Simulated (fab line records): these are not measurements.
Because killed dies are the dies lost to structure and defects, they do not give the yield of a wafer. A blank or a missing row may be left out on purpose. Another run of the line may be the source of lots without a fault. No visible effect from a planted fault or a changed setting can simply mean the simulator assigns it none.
Which tool is to blame? || flow n5 finfet || 7 lots, 19 wafers sampled, at 8 steps of a route of 1938

== WHAT THE GAUGES READ, wafer by wafer ==
N5_BEOL_M2_OCD_MEAS_38.
{"lot": "L244", "measured": "day 7 02:29", "on": "ocd-01", "trench depth nm (nm)": "56.2 56.0 56.2"}
{"lot": "L249", "measured": "day 8 11:01", "on": "ocd-01", "trench depth nm (nm)": "57.2 55.8 56.3"}
{"lot": "L254", "measured": "day 9 21:21", "on": "ocd-02", "trench depth nm (nm)": "56.7 87.3"}
{"lot": "L259", "measured": "day 10 20:42", "on": "ocd-01", "trench depth nm (nm)": "87.7 85.7"}
{"lot": "L261", "measured": "day 11 19:48", "on": "ocd-01", "trench depth nm (nm)": "57.1 55.5 55.7"}
{"lot": "L263", "measured": "day 12 02:35", "on": "ocd-01", "trench depth nm (nm)": "55.8 56.7 55.4"}
{"lot": "L264", "measured": "day 12 11:52", "on": "ocd-02", "trench depth nm (nm)": "56.7 56.9 55.4"}

N5_BEOL_M2_THK_MEAS_53: measures by xrf.
{"lot": "L244", "measured": "day 7 06:01", "on": "film metro-01", "M2_THK (nm)": "40.8 40.3 39.1"}
{"lot": "L249", "measured": "day 8 15:31", "on": "film metro-01", "M2_THK (nm)": "40.8 40.3 39.2"}
{"lot": "L254", "measured": "day 10 01:55", "on": "film metro-02", "M2_THK (nm)": "41.0 70.4"}
{"lot": "L259", "measured": "day 11 01:33", "on": "film metro-01", "M2_THK (nm)": "71.9 68.6"}
{"lot": "L261", "measured": "day 11 23:10", "on": "film metro-01", "M2_THK (nm)": "40.3 39.8 40.6"}
{"lot": "L263", "measured": "day 12 07:05", "on": "film metro-02", "M2_THK (nm)": "42.1 43.9 41.7"}
{"lot": "L264", "measured": "day 12 15:18", "on": "film metro-01", "M2_THK (nm)": "42.7 41.1 39.6"}

N5_BEOL_M2_RS_MEAS_58: measurement is done with a four-point probe.
{"lot": "L244", "measured": "day 7 06:16", "on": "film metro-02", "M2_RS (ohm/sq)": "0.66 0.68 0.70"}
{"lot": "L249", "measured": "day 8 15:49", "on": "film metro-02", "M2_RS (ohm/sq)": "0.65 0.66 0.69"}
{"lot": "L254", "measured": "day 10 02:13", "on": "film metro-02", "M2_RS (ohm/sq)": "0.65 0.33"}
{"lot": "L259", "measured": "day 11 01:49", "on": "film metro-01", "M2_RS (ohm/sq)": "0.33 0.35"}
{"lot": "L261", "measured": "day 11 23:25", "on": "film metro-01", "M2_RS (ohm/sq)": "0.66 0.68 0.66"}
{"lot": "L263", "measured": "day 12 07:21", "on": "film metro-02", "M2_RS (ohm/sq)": "0.64 0.60 0.65"}
{"lot": "L264", "measured": "day 12 15:35", "on": "film metro-02", "M2_RS (ohm/sq)": "0.62 0.66 0.68"}

N5_BEOL_M4_RC_MEAS_101.
{"lot": "L244", "measured": "day 8 01:04", "on": "prober-01", "DIBL_N (mV/V)": "39.6 35.4 37.8", "DIBL_P (mV/V)": "41.3 36.2 39.6", "IOFF_N (nA/um)": "0.29 0.17 0.23", "IOFF_P (nA/um)": "0.36 0.22 0.32", "ION_N (uA/um)": "715 691 696", "ION_P (uA/um)": "484 470 480", "SERP_M2 (ohm/um)": "178 184 186", "SERP_M2_max_site (ohm/um)": "189 195 201", "SS_N (mV/dec)": "72.7 71.5 72.1", "SS_P (mV/dec)": "74.8 73.3 74.0", "VT_N (mV)": "238 247 243", "VT_P (mV)": "-241 -246 -242"}
{"lot": "L249", "measured": "day 9 11:29", "on": "prober-02", "DIBL_N (mV/V)": "37.2 34.5 38.6", "DIBL_P (mV/V)": "36.0 33.0 38.7", "IOFF_N (nA/um)": "0.17 0.13 0.20", "IOFF_P (nA/um)": "0.22 0.18 0.26", "ION_N (uA/um)": "678 658 677", "ION_P (uA/um)": "465 457 469", "SERP_M2 (ohm/um)": "181 211 196", "SERP_M2_max_site (ohm/um)": "196 222 204", "SS_N (mV/dec)": "72.8 71.3 72.6", "SS_P (mV/dec)": "73.9 72.6 73.6", "VT_N (mV)": "248 250 246", "VT_P (mV)": "-248 -250 -246"}
{"lot": "L254", "measured": "day 10 22:02", "on": "prober-01", "DIBL_N (mV/V)": "36.0 36.7", "DIBL_P (mV/V)": "34.8 34.3", "IOFF_N (nA/um)": "0.18 0.18", "IOFF_P (nA/um)": "0.22 0.21", "ION_N (uA/um)": "691 687", "ION_P (uA/um)": "467 474", "SERP_M2 (ohm/um)": "205 101", "SERP_M2_max_site (ohm/um)": "208 114", "SS_N (mV/dec)": "71.4 71.0", "SS_P (mV/dec)": "72.5 72.6", "VT_N (mV)": "247 249", "VT_P (mV)": "-250 -248"}
{"lot": "L259", "measured": "day 11 20:49", "on": "prober-02", "DIBL_N (mV/V)": "38.1 38.4", "DIBL_P (mV/V)": "35.3 35.4", "IOFF_N (nA/um)": "0.18 0.16", "IOFF_P (nA/um)": "0.24 0.23", "ION_N (uA/um)": "688 669", "ION_P (uA/um)": "475 459", "SERP_M2 (ohm/um)": "109 132", "SERP_M2_max_site (ohm/um)": "112 145", "SS_N (mV/dec)": "72.0 71.9", "SS_P (mV/dec)": "73.1 73.5", "VT_N (mV)": "249 252", "VT_P (mV)": "-246 -248"}
{"lot": "L261", "measured": "day 12 20:40", "on": "prober-01", "DIBL_N (mV/V)": "33.8 36.8 38.4", "DIBL_P (mV/V)": "32.3 36.9 38.7", "IOFF_N (nA/um)": "0.13 0.18 0.23", "IOFF_P (nA/um)": "0.18 0.25 0.27", "ION_N (uA/um)": "664 682 700", "ION_P (uA/um)": "461 468 479", "SERP_M2 (ohm/um)": "181 213 202", "SERP_M2_max_site (ohm/um)": "195 218 208", "SS_N (mV/dec)": "71.4 71.5 71.8", "SS_P (mV/dec)": "72.0 72.8 73.7", "VT_N (mV)": "253 247 242", "VT_P (mV)": "-252 -249 -248"}
{"lot": "L263", "measured": "day 13 03:29", "on": "prober-01", "DIBL_N (mV/V)": "37.4 39.8 38.5", "DIBL_P (mV/V)": "36.0 41.2 37.6", "IOFF_N (nA/um)": "0.18 0.25 0.21", "IOFF_P (nA/um)": "0.20 0.31 0.23", "ION_N (uA/um)": "687 707 683", "ION_P (uA/um)": "459 480 460", "SERP_M2 (ohm/um)": "195 169 191", "SERP_M2_max_site (ohm/um)": "212 174 200", "SS_N (mV/dec)": "71.9 73.3 72.8", "SS_P (mV/dec)": "73.4 74.3 73.8", "VT_N (mV)": "249 244 247", "VT_P (mV)": "-252 -249 -250"}
{"lot": "L264", "measured": "day 13 10:34", "on": "prober-01", "DIBL_N (mV/V)": "33.4 37.3 35.5", "DIBL_P (mV/V)": "34.3 39.2 37.2", "IOFF_N (nA/um)": "0.12 0.20 0.15", "IOFF_P (nA/um)": "0.17 0.25 0.22", "ION_N (uA/um)": "671 687 670", "ION_P (uA/um)": "460 468 466", "SERP_M2 (ohm/um)": "181 195 221", "SERP_M2_max_site (ohm/um)": "192 210 242", "SS_N (mV/dec)": "70.6 71.6 71.4", "SS_P (mV/dec)": "73.1 73.7 73.1", "VT_N (mV)": "256 246 251", "VT_P (mV)": "-255 -250 -250"}

== TOOL THAT RAN EACH LOT (tool first, then ch and the chambers of the sampled wafers, then the start) ==
{"lot": "L244", "N5_BEOL_M2_ETCH_69": "rie diel-05 ch 0,2, day 6 21:47", "N5_BEOL_M2_STRIP_36": "rie diel-05 ch 0,2, day 7 02:17", "N5_BEOL_M2_TRENCH_ETCH_37": "rie diel-05 ch 0,2, day 7 02:20", "N5_BEOL_M2_ETCH_41": "rie diel-05 ch 0,2, day 7 02:29 or earlier"}
{"lot": "L249", "N5_BEOL_M2_ETCH_69": "rie diel-04 ch 0,1,3, day 8 08:05", "N5_BEOL_M2_STRIP_36": "rie diel-05 ch 0,3, day 8 10:50", "N5_BEOL_M2_TRENCH_ETCH_37": "rie diel-05 ch 0,3, day 8 10:52", "N5_BEOL_M2_ETCH_41": "rie diel-05 ch 0,3, day 8 11:01 or earlier"}
{"lot": "L254", "N5_BEOL_M2_ETCH_69": "rie diel-04 ch 0,1, day 9 17:32", "N5_BEOL_M2_STRIP_36": "rie diel-05 ch 3, day 9 21:09", "N5_BEOL_M2_TRENCH_ETCH_37": "rie diel-05 ch 3, day 9 21:11", "N5_BEOL_M2_ETCH_41": "rie diel-05 ch 3, day 9 21:21 or earlier"}
{"lot": "L259", "N5_BEOL_M2_ETCH_69": "rie diel-06 ch 1,2, day 10 16:02", "N5_BEOL_M2_STRIP_36": "rie diel-05 ch 1,3, day 10 20:30", "N5_BEOL_M2_TRENCH_ETCH_37": "rie diel-05 ch 1,3, day 10 20:32", "N5_BEOL_M2_ETCH_41": "rie diel-05 ch 1,3, day 10 20:42 or earlier"}
{"lot": "L261", "N5_BEOL_M2_ETCH_69": "rie diel-05 ch 0,2, day 11 18:44", "N5_BEOL_M2_STRIP_36": "rie diel-04 ch 1,2,3, day 11 19:36", "N5_BEOL_M2_TRENCH_ETCH_37": "rie diel-04 ch 1,2,3, day 11 19:38", "N5_BEOL_M2_ETCH_41": "rie diel-04 ch 1,2,3, day 11 19:48 or earlier"}
{"lot": "L263", "N5_BEOL_M2_ETCH_69": "rie diel-06 ch 0,1,2, day 11 22:19", "N5_BEOL_M2_STRIP_36": "rie diel-04 ch 0,1,3, day 12 02:24", "N5_BEOL_M2_TRENCH_ETCH_37": "rie diel-04 ch 0,1,3, day 12 02:26", "N5_BEOL_M2_ETCH_41": "rie diel-04 ch 0,1,3, day 12 02:35 or earlier"}
{"lot": "L264", "N5_BEOL_M2_ETCH_69": "rie diel-04 ch 0,2,3, day 12 11:00", "N5_BEOL_M2_STRIP_36": "rie diel-06 ch 0,2,3, day 12 11:40", "N5_BEOL_M2_TRENCH_ETCH_37": "rie diel-06 ch 0,2,3, day 12 11:43", "N5_BEOL_M2_ETCH_41": "rie diel-06 ch 0,2,3, day 12 11:52 or earlier"}
- N5_BEOL_M2_ETCH_69: etches SiARC in CF4, target depth 15.6 nm, time 26 s.
- N5_BEOL_M2_STRIP_36: strips in N2/H2.
- N5_BEOL_M2_TRENCH_ETCH_37: etches SiOC in C4F6/O2, target depth 55.555 nm, time 29.2 s.
- N5_BEOL_M2_ETCH_41: etches SiCN in CH3F/O2, target depth 29.9 nm, time 52.5 s.

== AS READ BY THE TOOLS THEMSELVES (means over the sampled wafers that have a number; for cases with no such wafer, the mark the record gives instead) ==
N5_BEOL_M2_ETCH_69.
{"lot": "L244", "tool": "rie diel-05", "drypump motor current A (A)": 5.0, "etch rf on time s (s)": 25.4, "oes product au (a.u.)": 0.65, "rf vpp V (V)": 183.5, "showerhead plenum p Torr (Torr)": 2.08, "throttle valve pct (%)": 15.62}
{"lot": "L249", "tool": "rie diel-04", "drypump motor current A (A)": 6.3, "etch rf on time s (s)": 26.2, "oes product au (a.u.)": 0.63, "rf vpp V (V)": 183.7, "showerhead plenum p Torr (Torr)": 2.17, "throttle valve pct (%)": 15.93}
{"lot": "L254", "tool": "rie diel-04", "drypump motor current A (A)": 6.3, "etch rf on time s (s)": 25.3, "oes product au (a.u.)": 0.61, "rf vpp V (V)": 185.8, "showerhead plenum p Torr (Torr)": 2.21, "throttle valve pct (%)": 15.97}
{"lot": "L259", "tool": "rie diel-06", "drypump motor current A (A)": 4.9, "etch rf on time s (s)": 26.4, "oes product au (a.u.)": 0.62, "rf vpp V (V)": 184.2, "showerhead plenum p Torr (Torr)": 2.19, "throttle valve pct (%)": 15.68}
{"lot": "L261", "tool": "rie diel-05", "drypump motor current A (A)": 5.0, "etch rf on time s (s)": 24.8, "oes product au (a.u.)": 0.79, "rf vpp V (V)": 185.3, "showerhead plenum p Torr (Torr)": 2.24, "throttle valve pct (%)": 15.38}
{"lot": "L263", "tool": "rie diel-06", "drypump motor current A (A)": 5.4, "etch rf on time s (s)": 25.7, "oes product au (a.u.)": 0.68, "rf vpp V (V)": 184.0, "showerhead plenum p Torr (Torr)": 2.16, "throttle valve pct (%)": 15.66}
{"lot": "L264", "tool": "rie diel-04", "drypump motor current A (A)": 6.2, "etch rf on time s (s)": 26.5, "oes product au (a.u.)": 0.66, "rf vpp V (V)": 183.8, "showerhead plenum p Torr (Torr)": 2.12, "throttle valve pct (%)": 15.72}

N5_BEOL_M2_STRIP_36.
{"lot": "L244", "tool": "rie diel-05", "drypump motor current A (A)": 5.1, "n2 flow sccm (sccm)": 199.2, "oes product au (a.u.)": 0.82, "rf vpp V (V)": 61.1, "showerhead plenum p Torr (Torr)": 2.52, "temp c (C)": 39.97, "throttle valve pct (%)": 23.40}
{"lot": "L249", "tool": "rie diel-05", "drypump motor current A (A)": 5.3, "n2 flow sccm (sccm)": 200.0, "oes product au (a.u.)": 0.76, "rf vpp V (V)": 59.2, "showerhead plenum p Torr (Torr)": 2.47, "temp c (C)": 40.06, "throttle valve pct (%)": 23.74}
{"lot": "L254", "tool": "rie diel-05", "drypump motor current A (A)": 6.3, "n2 flow sccm (sccm)": 200.4, "oes product au (a.u.)": 0.93, "rf vpp V (V)": 57.4, "showerhead plenum p Torr (Torr)": 2.60, "temp c (C)": 39.99, "throttle valve pct (%)": 23.57}
{"lot": "L259", "tool": "rie diel-05", "drypump motor current A (A)": 5.8, "n2 flow sccm (sccm)": 200.4, "oes product au (a.u.)": 0.91, "rf vpp V (V)": 60.6, "showerhead plenum p Torr (Torr)": 2.66, "temp c (C)": 39.96, "throttle valve pct (%)": 23.74}
{"lot": "L261", "tool": "rie diel-04", "drypump motor current A (A)": 5.9, "n2 flow sccm (sccm)": 200.2, "oes product au (a.u.)": 0.87, "rf vpp V (V)": 60.9, "showerhead plenum p Torr (Torr)": 2.50, "temp c (C)": 40.05, "throttle valve pct (%)": 23.81}
{"lot": "L263", "tool": "rie diel-04", "drypump motor current A (A)": 6.3, "n2 flow sccm (sccm)": 200.0, "oes product au (a.u.)": 0.80, "rf vpp V (V)": 58.5, "showerhead plenum p Torr (Torr)": 2.55, "temp c (C)": 39.98, "throttle valve pct (%)": 23.86}
{"lot": "L264", "tool": "rie diel-06", "drypump motor current A (A)": 5.7, "n2 flow sccm (sccm)": 199.8, "oes product au (a.u.)": 0.83, "rf vpp V (V)": 59.2, "showerhead plenum p Torr (Torr)": 2.57, "temp c (C)": 40.00, "throttle valve pct (%)": 23.63}

N5_BEOL_M2_TRENCH_ETCH_37.
{"lot": "L244", "tool": "rie diel-05", "C4F6_flow_sccm (sccm)": 9.992, "drypump motor current A (A)": 5.1, "oes product au (a.u.)": 0.82, "rf vpp V (V)": 665, "showerhead plenum p Torr (Torr)": 2.81, "throttle valve pct (%)": 20.5}
{"lot": "L249", "tool": "rie diel-05", "C4F6_flow_sccm (sccm)": 10.025, "drypump motor current A (A)": 5.3, "oes product au (a.u.)": 0.77, "rf vpp V (V)": 675, "showerhead plenum p Torr (Torr)": 2.77, "throttle valve pct (%)": 21.0}
{"lot": "L254", "tool": "rie diel-05", "C4F6_flow_sccm (sccm)": 10.018, "drypump motor current A (A)": 6.4, "oes product au (a.u.)": 1.07, "rf vpp V (V)": 688, "showerhead plenum p Torr (Torr)": 2.90, "throttle valve pct (%)": 20.8}
{"lot": "L259", "tool": "rie diel-05", "C4F6_flow_sccm (sccm)": 9.971, "drypump motor current A (A)": 5.8, "oes product au (a.u.)": 1.21, "rf vpp V (V)": 683, "showerhead plenum p Torr (Torr)": 2.95, "throttle valve pct (%)": 20.9}
{"lot": "L261", "tool": "rie diel-04", "C4F6_flow_sccm (sccm)": 10.003, "drypump motor current A (A)": 5.9, "oes product au (a.u.)": 0.87, "rf vpp V (V)": 674, "showerhead plenum p Torr (Torr)": 2.81, "throttle valve pct (%)": 21.0}
{"lot": "L263", "tool": "rie diel-04", "C4F6_flow_sccm (sccm)": 10.007, "drypump motor current A (A)": 6.3, "oes product au (a.u.)": 0.80, "rf vpp V (V)": 676, "showerhead plenum p Torr (Torr)": 2.87, "throttle valve pct (%)": 21.1}
{"lot": "L264", "tool": "rie diel-06", "C4F6_flow_sccm (sccm)": 9.963, "drypump motor current A (A)": 5.7, "oes product au (a.u.)": 0.82, "rf vpp V (V)": 678, "showerhead plenum p Torr (Torr)": 2.88, "throttle valve pct (%)": 20.8}

N5_BEOL_M2_ETCH_41.
{"lot": "L244", "tool": "rie diel-05", "drypump motor current A (A)": 5.1, "oes product au (a.u.)": 0.81, "rf vpp V (V)": 297.2, "showerhead plenum p Torr (Torr)": 1.98, "throttle valve pct (%)": 16.1}
{"lot": "L249", "tool": "rie diel-05", "drypump motor current A (A)": 5.3, "oes product au (a.u.)": 0.78, "rf vpp V (V)": 296.1, "showerhead plenum p Torr (Torr)": 1.95, "throttle valve pct (%)": 16.5}
{"lot": "L254", "tool": "rie diel-05", "drypump motor current A (A)": 6.3, "oes product au (a.u.)": 0.93, "rf vpp V (V)": 298.6, "showerhead plenum p Torr (Torr)": 2.04, "throttle valve pct (%)": 16.1}
{"lot": "L259", "tool": "rie diel-05", "drypump motor current A (A)": 5.8, "oes product au (a.u.)": 0.91, "rf vpp V (V)": 298.5, "showerhead plenum p Torr (Torr)": 2.07, "throttle valve pct (%)": 16.2}
{"lot": "L261", "tool": "rie diel-04", "drypump motor current A (A)": 6.0, "oes product au (a.u.)": 0.87, "rf vpp V (V)": 297.0, "showerhead plenum p Torr (Torr)": 1.97, "throttle valve pct (%)": 16.4}
{"lot": "L263", "tool": "rie diel-04", "drypump motor current A (A)": 6.3, "oes product au (a.u.)": 0.81, "rf vpp V (V)": 297.3, "showerhead plenum p Torr (Torr)": 2.02, "throttle valve pct (%)": 16.5}
{"lot": "L264", "tool": "rie diel-06", "drypump motor current A (A)": 5.7, "oes product au (a.u.)": 0.81, "rf vpp V (V)": 298.1, "showerhead plenum p Torr (Torr)": 2.02, "throttle valve pct (%)": 16.2}

== THE ANSWER, worked out from the rows above alone ==
Rule: what is usual is taken from the lots themselves. Put in order of their means at a reading, lots are off if they are a third of the lots or fewer, leave a main group of 4 or more, and stand apart from it by a gap of 3 or more times the standard deviation of the main group's means; of several such gaps the widest counts. A main group is skipped when, at the precision printed for the reading in the tables above, its means are all equal. A lot without any number at a reading at which 4 lots or more have one is off too. Any other lot the step has rows for is counted as sound. After the gauges, taken in route order, come the tools' own readings; for these a lot's mean is taken, as printed above. The first step at which some lot is off is used, and at that step the reading that is off furthest; a lot without a number counts as furthest.
Off: L254, L259, at N5_BEOL_M2_OCD_MEAS_38 (trench depth nm). The main group: mean 56.2 nm, standard deviation 0.17.
If a tool, at a process step before that reading, ran all the lots that are off and no sound lot after the first of them, it fits. Not tried: the gauges at N5_BEOL_M2_OCD_MEAS_38; whatever is off there is also off at N5_BEOL_M2_THK_MEAS_53, on other tools, and gauge error can't account for it. N5_BEOL_M2_ETCH_41 gives no start for some lots, so the hours and the order of its lots are those of N5_BEOL_M2_OCD_MEAS_38. One candidate fits, namely rie diel-05 at N5_BEOL_M2_STRIP_36 and N5_BEOL_M2_TRENCH_ETCH_37 and N5_BEOL_M2_ETCH_41. At N5_BEOL_M2_STRIP_36 its last sound lot is L249 (day 8 10:50), its first lot that is off L254 (day 9 21:09): a fault that began between those two fits.

== WHAT HAD BEEN PUT IN BY THE SIMULATOR ==
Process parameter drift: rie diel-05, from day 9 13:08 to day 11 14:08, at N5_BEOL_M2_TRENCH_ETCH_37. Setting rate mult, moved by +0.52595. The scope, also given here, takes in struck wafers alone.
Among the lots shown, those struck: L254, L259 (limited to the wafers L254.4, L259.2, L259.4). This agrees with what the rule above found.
